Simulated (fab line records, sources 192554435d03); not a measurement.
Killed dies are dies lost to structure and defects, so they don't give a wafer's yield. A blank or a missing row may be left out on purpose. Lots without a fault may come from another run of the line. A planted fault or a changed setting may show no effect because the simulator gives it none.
fab line records | flow n5_finfet
record lots=5 wafers=15 last_day=16
route steps=1938 shown BEOL_M6@1203 PASSIVATION@1936
lots that met no fault: from a run of the same line without faults
start_h: hours from the record's first day to the start of the lot's first wafer shown | wait_h: hours since the lot's step before | " the same as in the row above | L1.1+2: a row that stands for several wafers | - no value, or no start given | * or withheld: withheld | < > ~ a bound
route shown NAME@n: a module of which the file shows steps, and the number in the route of the first | usual: mean/standard deviation of fault-free wafers | same: alike in all rows | chamber/n: place in a boat | sites: the reading at each site | _std_site: their standard deviation | _edge_site: outer sites' mean less inner sites' | radius_mm: how far each site lies from the wafer's centre | mask NAME#n: copy n | behind: the tool/chamber that last shaped the wafer | hold: why the lot was held/for how many hours/how that ended | device: the transistor (n, p or np) that didn't switch | end of line: the same wafers' tests at the end of the route | a step without rows: its recipe alone | killed: dies lost to structure and defects at the first sort, not the wafer's yield | map: a wafer's dies, x killed, . not, _ none there
set.NAME: the setting as run; set.NAME@STEP: as run at that earlier step | model.NAME: the simulator's own value behind a step, which no gauge read
lots at some steps of the route; a table a step, a row a wafer
services: from which hour (start_h, from the record's first day; less than 0 if before it) a tool's chamber was out of use, for how many hours, and why
## steps
# step N5_BEOL_M6_SOFTBAKE_06
# recipe temp_c=110 time_s=60 resist=CAR-ArF
# step N5_BEOL_M6_EXPOSE_08
# recipe mask_id=M6 na=1.35 source_shape=dipole sigma_inner=0.817 sigma_outer=0.97 polarization=te dose_mj=68.25
# step N5_BEOL_M6_PEB_09
# recipe peb_temp_c=withheld peb_time_s=60 resist=CAR-ArF
# step N5_BEOL_M6_DEVELOP_10
# recipe develop_time_s=30 developer=TMAH resist=CAR-ArF rinse_liquid=diw dry=air_spin dev_temp_c=23
# step N5_BEOL_M6_CD_MEAS_11
# recipe target_cd_nm=38.5 landing_energy_ev=500 detector=se_inlens polarity=opening
# usual cd_nm=38.6/0.52
# columns lot.wafer tool chamber start_h wait_h cd_nm
L414.1 cd_sem-03 0 198.64 - 39.1
L414.4 " 0 " " 39.4
L414.5 " 0 " " 39.6
L415.2 cd_sem-01 0 207.36 - 38.6
L415.4 " 0 " " 38.9
L415.5 " 0 " " 38.4
L418.2 cd_sem-01 0 229.17 - 38.6
L418.4 " 0 " " 38.2
L418.6 " 0 " " 38.7
L417.2 cd_sem-02 0 229.33 - 37.8
L417.3 " 0 " " 38.8
L417.6 " 0 " " 38.5
L429.1 cd_sem-01 0 296.46 - 39.6
L429.3 " 0 " " 39.8
L429.5 " 0 " " 39.1
# step N5_BEOL_M6_OVL_MEAS_12
# recipe points_per_wafer=44
# usual M6_OVL=0.1/0.74
# columns lot.wafer tool chamber start_h wait_h M6_OVL[nm]
L414.1 overlay-02 0 198.67 0.0 1.4
L414.4 " 0 " " 0.3
L414.5 " 0 " " 0.5
L415.2 overlay-02 0 207.39 0.0 -0.3
L415.4 " 0 " " -0.6
L415.5 " 0 " " -0.3
L418.2 overlay-01 0 229.20 0.0 1.2
L418.4 " 0 " " -0.1
L418.6 " 0 " " 0.1
L417.2 overlay-01 0 229.36 0.0 0.1
L417.3 " 0 " " -0.9
L417.6 " 0 " " 0.2
L429.1 overlay-02 0 296.49 0.0 -2.3
L429.3 " 0 " " -1.4
L429.5 " 0 " " -0.8
# step N5_BEOL_M6_INSPECT_13
# recipe mode=adi inspect_instrument=brightfield
# usual raw_defect_count=444/87
# columns lot.wafer tool chamber start_h wait_h raw_defect_count
L414.1 defect_inspect-02 - 198.69 0.0 279
L414.4 " - " " 280
L414.5 " - " " 385
L415.2 defect_inspect-02 - 207.41 0.0 473
L415.4 " - " " 438
L415.5 " - " " 558
L418.2 defect_inspect-02 - 229.22 0.0 481
L418.4 " - " " 414
L418.6 " - " " 548
L417.2 defect_inspect-02 - 229.39 0.0 309
L417.3 " - " " 300
L417.6 " - " " 422
L429.1 defect_inspect-02 - 296.52 0.0 352
L429.3 " - " " 364
L429.5 " - " " 457
# step N5_BEOL_M6_DESCUM_16
# recipe chemistry=O2 time_s=7.9 source_power_w=50 bias_power_w=20 pressure_mtorr=20 rf_frequency_hz=2.712e+07 temp_c=40 resist=CAR-ArF o2_flow_sccm=225
# usual drypump_motor_current_A=5.8/0.42 oes_product_au=0.79/0.09 rf_vpp_V=243.4/1.6 showerhead_plenum_p_Torr=2.10/0.077 throttle_valve_pct=20.38/0.26
# columns lot.wafer tool chamber start_h wait_h drypump_motor_current_A oes_product_au rf_hours_counter_h rf_vpp_V showerhead_plenum_p_Torr throttle_valve_pct
L414.1 rie_diel-03 1 198.72 0.0 5.8 0.85 37 242.8 2.12 20.38
L414.4 " 1 " " 5.8 0.86 - 244.4 2.12 20.40
L414.5 " 2 " " 5.9 0.68 - 239.7 1.97 20.28
L415.2 rie_diel-03 3 207.56 0.2 5.5 0.91 24 241.6 2.07 20.51
L415.4 " 1 " " 5.8 0.85 41 244.2 2.12 20.39
L415.5 " 3 " " 5.5 0.91 - 244.3 2.07 20.52
L418.2 rie_diel-05 0 229.68 0.5 6.6 0.81 122 245.8 2.18 20.47
L418.4 " 1 " " 5.6 0.69 225 241.2 1.96 20.29
L418.6 " 3 " " 5.7 0.68 - 244.4 2.08 20.52
L417.2 rie_diel-04 3 229.93 0.5 5.7 0.92 14 243.7 2.16 20.42
L417.3 " 2 " " 5.5 0.71 202 241.9 2.01 20.56
L417.6 " 2 " " 5.5 0.70 - 241.7 2.01 20.58
L429.1 rie_diel-05 0 296.72 0.2 6.6 0.77 148 243.1 2.17 20.49
L429.3 " 2 " " 5.1 0.84 61 245.4 2.19 19.90
L429.5 " 1 " " 5.6 0.68 - 241.7 1.95 20.32
# step N5_BEOL_M6_ETCH_61
# recipe chemistry=CF4 target=SiARC target_depth_a=455 mask_material=CAR-ArF time_s=75.8 ion_energy_ev=80 pressure_mtorr=40 source_w=545 bias_w=36 Ar_flow_sccm=100 cf4_flow_sccm=100 ends=cleared
# usual drypump_motor_current_A=5.8/0.42 etch_rf_on_time_s=75.7/1.7 oes_product_au=0.68/0.079 rf_vpp_V=184.3/1.5 showerhead_plenum_p_Torr=2.16/0.081 throttle_valve_pct=15.58/0.22
# columns lot.wafer tool chamber start_h wait_h drypump_motor_current_A etch_rf_on_time_s oes_product_au rf_hours_counter_h rf_vpp_V showerhead_plenum_p_Torr throttle_valve_pct
L414.1 rie_diel-03 1 198.76 0.0 5.8 75.2 0.73 37 185.2 2.16 15.55
L414.4 " 1 " " 5.8 74.7 0.74 - 185.0 2.16 15.51
L414.5 " 2 " " 5.9 79.0 0.58 - 182.9 2.04 15.66
L415.2 rie_diel-03 3 207.60 0.0 5.5 74.2 0.79 24 183.8 2.10 15.57
L415.4 " 1 " " 5.8 74.8 0.73 41 185.9 2.16 15.53
L415.5 " 3 " " 5.5 74.7 0.78 - 183.9 2.10 15.59
L418.2 rie_diel-05 0 229.71 0.0 6.6 76.2 0.68 123 185.8 2.25 15.73
L418.4 " 1 " " 5.6 77.9 0.59 225 182.4 2.03 15.64
L418.6 " 3 " " 5.7 74.6 0.60 - 186.5 2.11 15.65
L417.2 rie_diel-04 3 229.97 0.0 5.7 73.2 0.80 14 184.5 2.18 15.38
L417.3 " 2 " " 5.5 76.5 0.60 202 183.4 2.05 15.70
L417.6 " 2 " " 5.5 76.4 0.60 - 182.1 2.05 15.70
L429.1 rie_diel-05 0 296.76 0.0 6.6 77.2 0.65 148 185.8 2.24 15.77
L429.3 " 2 " " 5.1 74.8 0.72 61 186.1 2.27 15.33
L429.5 " 1 " " 5.6 78.0 0.57 - 182.2 2.02 15.68
# step N5_BEOL_M6_ETCH_62
# recipe chemistry=N2/H2 target=SOC target_depth_a=1100 overetch_a=220 mask_material=SiARC temp_c=40 time_s=165 ion_energy_ev=200 pressure_mtorr=30 source_w=840 bias_w=150 n2_flow_sccm=200 h2_flow_sccm=200
# usual drypump_motor_current_A=5.8/0.42 oes_product_au=0.67/0.072 rf_vpp_V=524.3/2.8 showerhead_plenum_p_Torr=2.56/0.1 throttle_valve_pct=17.78/0.24
# columns lot.wafer tool chamber start_h wait_h drypump_motor_current_A oes_product_au rf_hours_counter_h rf_vpp_V showerhead_plenum_p_Torr throttle_valve_pct
L414.1 rie_diel-03 1 198.82 0.0 5.8 0.73 37 526.1 2.61 18.03
L414.4 " 1 " " 5.8 0.72 - 525.1 2.60 18.01
L414.5 " 2 " " 5.8 0.58 - 519.6 2.39 17.62
L415.2 rie_diel-03 3 207.65 0.0 5.5 0.77 24 522.3 2.47 17.61
L415.4 " 1 " " 5.7 0.72 41 523.9 2.60 18.04
L415.5 " 3 " " 5.5 0.77 - 522.0 2.47 17.64
L418.2 rie_diel-05 0 229.77 0.0 6.6 0.67 123 527.5 2.67 17.95
L418.4 " 1 " " 5.6 0.59 225 521.2 2.40 17.81
L418.6 " 3 " " 5.7 0.59 - 521.7 2.50 17.77
L417.2 rie_diel-04 3 230.02 0.0 5.7 0.79 14 525.4 2.60 17.61
L417.3 " 2 " " 5.4 0.60 202 519.8 2.43 17.90
L417.6 " 2 " " 5.5 0.61 - 520.6 2.42 17.89
L429.1 rie_diel-05 0 296.81 0.0 6.6 0.65 148 526.4 2.66 17.98
L429.3 " 2 " " 5.1 0.72 61 527.8 2.71 17.60
L429.5 " 1 " " 5.6 0.57 - 518.8 2.39 17.87
# step N5_BEOL_M6_STRIP_68
# recipe chemistry=N2/H2 temp_c=40 n2_flow_sccm=200 h2_flow_sccm=200 rf_frequency_hz=6e+07
# step N5_BEOL_M6_STRIP_67
# recipe chemistry=CF4 resist=SiARC power_w=300 bias_power_w=75 pressure_mtorr=50 cf4_flow_sccm=150 rf_frequency_hz=6e+07
# usual drypump_motor_current_A=5.8/0.42 oes_product_au=0.79/0.084 rf_vpp_V=271.4/1.6 showerhead_plenum_p_Torr=1.81/0.066 throttle_valve_pct=13.56/0.23
# columns lot.wafer tool chamber start_h wait_h drypump_motor_current_A oes_product_au rf_hours_counter_h rf_vpp_V showerhead_plenum_p_Torr throttle_valve_pct
L414.1 rie_diel-03 1 198.96 0.0 5.8 0.85 37 271.0 1.81 13.46
L414.4 " 1 " " 5.8 0.86 - 271.5 1.81 13.49
L414.5 " 2 " " 5.9 0.70 - 268.8 1.71 13.69
L415.2 rie_diel-03 3 207.80 0.0 5.5 0.90 24 269.7 1.77 13.52
L415.4 " 1 " " 5.8 0.85 41 271.4 1.81 13.50
L415.5 " 3 " " 5.5 0.92 - 270.4 1.77 13.51
L418.2 rie_diel-05 0 229.91 0.0 6.7 0.79 123 270.9 1.89 13.74
L418.4 " 1 " " 5.6 0.70 225 268.5 1.70 13.68
L418.6 " 3 " " 5.7 0.69 - 272.7 1.77 13.70
L417.2 rie_diel-04 3 230.17 0.0 5.6 0.91 14 271.7 1.83 13.34
L417.3 " 2 " " 5.5 0.71 202 269.7 1.73 13.75
L417.6 " 2 " " 5.5 0.71 - 269.0 1.73 13.74
L429.1 rie_diel-05 0 296.96 0.0 6.6 0.77 148 272.3 1.89 13.80
L429.3 " 2 " " 5.1 0.85 61 274.1 1.90 13.27
L429.5 " 1 " " 5.6 0.68 - 269.7 1.69 13.70
# step N5_BEOL_M6_HM_OPEN_17
# recipe chemistry=Cl2/BCl3 target_depth_a=200 overetch_a=60 target=TiN mask_material=SOC ion_energy_ev=150 pressure_mtorr=10 icp_w=1000 bias_w=126 Cl2_flow_sccm=53.25 bcl3_flow_sccm=21.75 Ar_flow_sccm=25
# usual drypump_motor_current_A=5.4/0.42 oes_product_au=0.72/0.077 throttle_valve_pct=22.1/0.36
# columns lot.wafer tool chamber start_h wait_h drypump_motor_current_A oes_product_au rf_hours_counter_h throttle_valve_pct
L414.1 rie_metal-01 0 199.00 0.0 5.1 0.64 45 21.7
L414.4 " 0 " " 5.0 0.64 - 21.6
L414.5 " 0 " " 5.1 0.65 - 21.6
L415.2 rie_metal-03 1 207.84 0.0 5.3 0.65 47 22.3
L415.4 " 0 " " 5.6 0.77 - 22.6
L415.5 " 0 " " 5.6 0.76 - 22.6
L418.2 rie_metal-03 0 229.95 0.0 5.6 0.74 14 22.6
L418.4 " 1 " " 5.3 0.63 - 22.3
L418.6 " 1 " " 5.3 0.63 - 22.3
L417.2 rie_metal-02 1 230.21 0.0 6.1 0.85 0 22.3
L417.3 " 1 " " 6.1 0.86 - 22.3
L417.6 " 0 " " 6.0 0.75 - 21.6
L429.1 rie_metal-01 0 297.00 0.0 5.0 0.62 55 21.6
L429.3 " 1 " " 5.1 0.77 - 22.3
L429.5 " 0 " " 5.0 0.62 - 21.7
# step N5_BEOL_M6_STRIP_19
# recipe chemistry=O2 power_w=400 temp_c=40 pressure_mtorr=30 rf_frequency_hz=6e+07 bias_power_w=0 overash_fraction=0.2 o2_flow_sccm=225
# usual drypump_motor_current_A=5.8/0.41 oes_product_au=0.81/0.097 rf_vpp_V=3.6/0.65 showerhead_plenum_p_Torr=2.12/0.072 throttle_valve_pct=16.61/0.26
# columns lot.wafer tool chamber start_h wait_h drypump_motor_current_A oes_product_au rf_hours_counter_h rf_vpp_V showerhead_plenum_p_Torr throttle_valve_pct
L414.1 rie_diel-04 0 199.20 0.2 6.4 0.70 247 3.2 2.15 17.29
L414.4 " 2 " " 5.4 0.71 189 3.8 2.02 16.80
L414.5 " 0 " " 6.4 0.69 - 4.1 2.15 17.29
L415.2 rie_diel-04 3 208.10 0.2 5.7 0.95 4 4.8 2.16 16.55
L415.4 " 2 " " 5.5 0.71 193 4.0 2.02 16.80
L415.5 " 0 " " 6.4 0.70 - 4.7 2.15 17.30
L418.2 rie_diel-03 1 230.07 0.1 5.8 0.83 51 3.9 2.12 16.64
L418.4 " 0 " " 5.8 0.68 - 2.5 2.17 16.49
L418.6 " 3 " " 5.5 0.90 - 3.2 2.07 16.73
L417.2 rie_diel-04 2 230.68 0.4 5.5 0.70 202 3.1 2.01 16.80
L417.3 " 0 " " 6.4 0.97 2 3.7 2.14 16.82
L417.6 " 0 " " 6.4 0.98 - 3.8 2.15 16.83
L429.1 rie_diel-04 1 297.11 0.1 6.1 0.80 105 4.3 2.10 16.50
L429.3 " 0 " " 6.4 0.90 27 3.8 2.14 16.89
L429.5 " 0 " " 6.4 0.90 - 2.8 2.14 16.88
# step N5_BEOL_M6_CD_MEAS_18
# recipe pitch_nm=80 target_cd_nm=40
# usual cd_nm=40.2/0.63
# columns lot.wafer tool chamber start_h wait_h cd_nm
L414.1 cd_sem-01 - 199.27 0.0 41.0
L414.4 " - " " 41.1
L414.5 " - " " 41.3
L415.2 cd_sem-02 - 208.17 0.1 41.0
L415.4 " - " " 40.5
L415.5 " - " " 41.3
L418.2 cd_sem-03 - 230.14 0.1 40.1
L418.4 " - " " 39.5
L418.6 " - " " 40.4
L417.2 cd_sem-02 - 230.75 0.1 40.2
L417.3 " - " " 39.9
L417.6 " - " " 40.0
L429.1 cd_sem-02 - 297.18 0.0 41.4
L429.3 " - " " 41.7
L429.5 " - " " 39.6
# step N5_BEOL_M6_COAT_63
# recipe resist=SOC temp_c=250 time_s=60 spin_rpm=1500 resist_thk_nm=60
# step N5_BEOL_M6_COAT_64
# recipe resist=SiARC temp_c=220 time_s=60 spin_rpm=1500 resist_thk_nm=12
# step N5_BEOL_M6_COAT_71
# recipe resist=underlayer temp_c=205 time_s=60 spin_rpm=1500 resist_thk_nm=5
# step N5_BEOL_M6_COAT_22
# recipe resist=CAR-EUV spin_rpm=1500 resist_thk_nm=30
# step N5_BEOL_M6_EBR_24
# recipe solvent=PGMEA ebr_width_mm=1.5
# step N5_BEOL_M6_SOFTBAKE_23
# recipe temp_c=110 time_s=60 resist=CAR-EUV
# step N5_BEOL_M6_EXPOSE_25
# recipe mask_id=V5 na=0.33 source_shape=annular sigma_inner=0.4 sigma_outer=0.8 polarization=unpolarized target_cd_nm=40 dose_mj=45
# step N5_BEOL_M6_PEB_26
# recipe peb_temp_c=100 peb_time_s=60 resist=CAR-EUV
# step N5_BEOL_M6_DEVELOP_27
# recipe develop_time_s=30 developer=TMAH resist=CAR-EUV rinse_liquid=surfactant_rinse dry=air_spin dev_temp_c=23
# step N5_BEOL_M6_CD_MEAS_28
# recipe target_cd_nm=40 landing_energy_ev=500 detector=se_inlens
# usual cd_nm=40.03/0.26
# columns lot.wafer tool chamber start_h wait_h cd_nm
L414.1 cd_sem-01 0 201.23 - 40.18
L414.4 " 0 " " 40.21
L414.5 " 0 " " 40.13
L415.2 cd_sem-03 0 211.92 - 39.82
L415.4 " 0 " " 39.58
L415.5 " 0 " " 40.37
L418.2 cd_sem-03 0 230.68 - 39.90
L418.4 " 0 " " 40.00
L418.6 " 0 " " 39.73
L417.2 cd_sem-02 0 231.65 - 40.10
L417.3 " 0 " " 40.07
L417.6 " 0 " " 39.83
L429.1 cd_sem-01 0 298.50 - 40.38
L429.3 " 0 " " 40.41
L429.5 " 0 " " 40.50
# step N5_BEOL_M6_OVL_MEAS_29
# recipe points_per_wafer=522
# usual V5_OVL=0.4/0.7
# columns lot.wafer tool chamber start_h wait_h V5_OVL[nm]
L414.1 overlay-01 0 201.26 0.0 0.8
L414.4 " 0 " " -0.3
L414.5 " 0 " " 0.5
L415.2 overlay-02 0 211.95 0.0 0.3
L415.4 " 0 " " -1.0
L415.5 " 0 " " -0.2
L418.2 overlay-01 0 230.72 0.0 1.9
L418.4 " 0 " " 0.6
L418.6 " 0 " " 0.1
L417.2 overlay-01 0 231.68 0.0 0.4
L417.3 " 0 " " 0.9
L417.6 " 0 " " 1.0
L429.1 overlay-02 0 298.53 0.0 0.2
L429.3 " 0 " " -0.8
L429.5 " 0 " " -0.1
# step N5_BEOL_M6_INSPECT_30
# recipe mode=adi inspect_instrument=brightfield
# usual raw_defect_count=449/90
# columns lot.wafer tool chamber start_h wait_h raw_defect_count
L414.1 defect_inspect-02 - 201.32 0.1 276
L414.4 " - " " 267
L414.5 " - " " 379
L415.2 defect_inspect-01 - 212.01 0.0 510
L415.4 " - " " 464
L415.5 " - " " 603
L418.2 defect_inspect-01 - 230.77 0.0 503
L418.4 " - " " 450
L418.6 " - " " 610
L417.2 defect_inspect-02 - 231.73 0.0 333
L417.3 " - " " 282
L417.6 " - " " 451
L429.1 defect_inspect-02 - 298.59 0.1 682
L429.3 " - " " 372
L429.5 " - " " 777
# step N5_BEOL_M6_DESCUM_33
# recipe chemistry=O2 time_s=7 source_power_w=50 bias_power_w=20 pressure_mtorr=20 rf_frequency_hz=2.712e+07 temp_c=40 resist=CAR-EUV o2_flow_sccm=225
# step N5_PASSIVATION_PROBE_49
# usual defect_limited_yield=91.4/1.5 killed_at_M0_to_M3=35/11 killed_at_M4_up=16/7 killed_at_contacts=11/5.3 killed_at_front_end=37/11 killed_at_other=3.1/2.8 killed_dies=102/18 killed_on_rim=13/3.7 killed_open=69/15 killed_short=31/7.8 sort_bin_5_function=5.1/1.1 sort_bin_6_memory=3.2/0.69 sort_n_pass=1078/18 sort_yield_pct=91.4/1.5
# same gross_dies=1180 killed_at_back_side=0 sort_bin_4_leakage[%]=0 sort_bin_8_speed[%]=0
# columns lot.wafer tool chamber start_h wait_h defect_limited_yield[%] killed_at_M0_to_M3 killed_at_M4_up killed_at_contacts killed_at_front_end killed_at_other killed_dies killed_on_rim killed_open killed_short sort_bin_5_function[%] sort_bin_6_memory[%] sort_n_pass sort_yield_pct[%]
L414.1 prober-01 - 295.56 0.0 89.2 44 19 14 49 1 127 12 83 40 6.8 3.3 1053 89.2
L414.5 prober-01 - 295.76 0.2 90.0 27 24 16 48 3 118 10 88 28 5.8 4.0 1062 90.0
L418.6 prober-01 - 313.68 0.3 89.2 51 25 13 32 6 127 15 76 49 6.1 3.9 1053 89.2
L429.1 prober-01 - 390.78 0.0 87.5 28 84 4 32 0 148 29 53 29 7.4 3.5 1032 87.5
L429.5 prober-01 - 390.98 0.2 86.7 37 77 7 31 5 157 24 56 23 8.1 3.6 1023 86.7
# killed by level:class
L414.1 BEOL_M0_SAQP:geometric_particle:short=14 MOL_CONTACT_COAG:geometric_particle:open=11 BEOL_M0_SAQP:geometric_particle:open=11 BEOL_M4:geometric_particle:open=11 BEOL_M3:geometric_particle:open=10 DUMMY_GATE:geometric_particle:open=10 FIN_SAQP:geometric_particle:open=6 FIN_SAQP:geometric_particle:short=6
L414.5 MOL_CONTACT_COAG:geometric_particle:open=16 BEOL_M4:geometric_particle:open=12 FIN_SAQP:geometric_particle:open=11 DUMMY_GATE:geometric_particle:open=8 BEOL_M0_SAQP:geometric_particle:short=7 STI_FIN_REVEAL:geometric_particle:open=6 BEOL_M0_SAQP:geometric_particle:open=6 BEOL_M2:geometric_particle:open=6
L418.6 BEOL_M0_SAQP:geometric_particle:open=23 BEOL_M0_SAQP:geometric_particle:short=17 BEOL_M4:geometric_particle:open=10 FIN_SAQP:geometric_particle:short=9 MOL_CONTACT_COAG:geometric_particle:open=9 FIN_SAQP:geometric_particle:open=5 GATE_CUT:geometric_particle:short=5 BEOL_M4:geometric_particle:short=5
L429.1 BEOL_M6:unspecified=66 STI_FIN_REVEAL:geometric_particle:open=12 BEOL_M2:geometric_particle:open=9 FIN_SAQP:geometric_particle:short=8 BEOL_M3:geometric_particle:open=7 BEOL_M4:geometric_particle:open=6 BEOL_M0_SAQP:geometric_particle:short=5 BEOL_M0_SAQP:geometric_particle:open=3
L429.5 BEOL_M6:unspecified=75 BEOL_M2:geometric_particle:open=9 STI_FIN_REVEAL:geometric_particle:open=7 BEOL_M0_SAQP:geometric_particle:short=7 BEOL_M3:geometric_particle:open=7 FIN_SAQP:geometric_particle:open=6 MOL_CONTACT_COAG:geometric_particle:open=6 BEOL_M0_SAQP:geometric_particle:open=6
# map L429.5 (x killed, . not)
_________________............________________
______________.................._____________
___________....xx..........x.......__________
__________................x........._________
________...x...............x.......x.._______
_______.............x.xx.x.............______
______.......................x.........._____
_____.x........x.....x..............x....____
____x......x......x......x..........xxx...___
___.x.................x....................__
___.x................................xx.x..__
__..x..........xx........x..........x...x.x._
__...........................x.............._
_..........x..............x.................x
_.................x..........................
_.......x..................x........x........
_..x.....xx..................................
_............................................
_.............xx.............................
_.....................................xx.x...
_...x......x.......................x.........
__.....................x.......x............_
__......x.x.................xx.............._
___..........x........x...x................__
___...............................x........__
____......x.x.x..............x......x...x.___
_____....x.x.xxxx.x.............x.x..x...____
______.....xxxxxx.x...x................._____
_______....xxxxxxxxxxxx........x...x...______
________x.xxxxxxxxxxxxx........x...x.._______
__________xxxxxxxxxx..xxx.x........._________
___________xxxxxxxxxxxx....x.......__________
______________xxxxxx.x.........._____________
_________________xx.xx.......________________
# map L414.1 (x killed, . not)
_________________............________________
______________....x..x...x.....x_____________
___________..............x.........__________
__________....x................xx..._________
________.x.......x...........x.....x.._______
_______...........x............x......x______
______...................x.....x........_____
_____......x...x.......x.x..............x____
____..x...x.x...............x.............___
___x....x..........x................x.x....__
___.x.....x..x.xx....x...........x......x.x__
__.........x.......x.......x.x.............._
__..............xx...x...........x...x..x..._
_..x.......x...x.....x..x.x..................
_.x...........x.......x.........x...x....xx.x
_x..x...........................x.......x....
_.......x.....x......x.........xx.....x......
_.....xx...........x.x..............x........
_....x....x................x.x......x........
_.....x.x.x....x...............x............x
_......x..............x..xx.......x.x...x....
__.........................................._
__...x..x...........x..x.....x.......x......_
___............x...........................__
___....x......x...x..x.x....x...........x..__
____.....................x................___
_____.................x..................____
______.....x...................x....x..._____
_______......x.......x.................______
________..........x.........x...x....._______
__________....................x....._________
___________............x..x........__________
______________.....x...........x_____________
_________________.x..........________________
## services
# columns tool chamber start_h hours kind
rie_diel-04 3 176.86 - clean
rie_diel-04 3 176.86 - consumable_replace:focus_ring
rie_diel-03 3 197.84 8.7 repair
rie_diel-03 3 214.28 5.1 repair
rie_diel-03 2 219.44 - clean
rie_diel-03 2 219.44 - consumable_replace:focus_ring
rie_diel-03 2 219.44 - consumable_replace:showerhead
rie_diel-03 2 219.44 15.1 scheduled_down
rie_diel-03 2 219.44 15.1 vent_cycle
rie_metal-02 - 232.71 14.6 pm
rie_diel-03 3 248.74 6.3 repair
rie_diel-04 3 251.44 4.5 repair
rie_metal-03 0 255.47 17.8 repair
rie_diel-05 3 256.33 3.1 repair
rie_diel-03 2 262.22 1.6 repair
rie_metal-02 1 266.73 10.1 repair
rie_diel-03 0 267.43 - clean
rie_diel-03 0 267.43 - consumable_replace:focus_ring
rie_diel-03 0 267.43 13.4 scheduled_down
rie_diel-03 0 267.43 13.4 vent_cycle
rie_diel-04 1 270.31 3.5 repair
rie_diel-03 2 283.29 16.3 repair
rie_metal-03 1 287.20 1.0 repair
rie_metal-03 - 290.47 4.0 pm
## key
first_sign step=N5_BEOL_M6_INSPECT_30 reading=raw_defect_count direction=up sigmas=3.1 usual=449 struck=730
effect step=N5_PASSIVATION_PROBE_49 reading=killed_at_M4_up direction=up sigmas=9.3 usual=16 struck=80
more_kills_born_at N5_BEOL_M6_HM_OPEN_17@rie_metal-01=141
met_at N5_BEOL_M6_HM_OPEN_17
struck_wafers L429.1,L429.5
onset_between 199.00 297.00
fault kind=chamber_particle_source tool=rie_metal-01 chamber=0 onset_h=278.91 steps=N5_BEOL_M6_HM_OPEN_17 rate_per_visit_cm2=0.5065 end_h=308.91
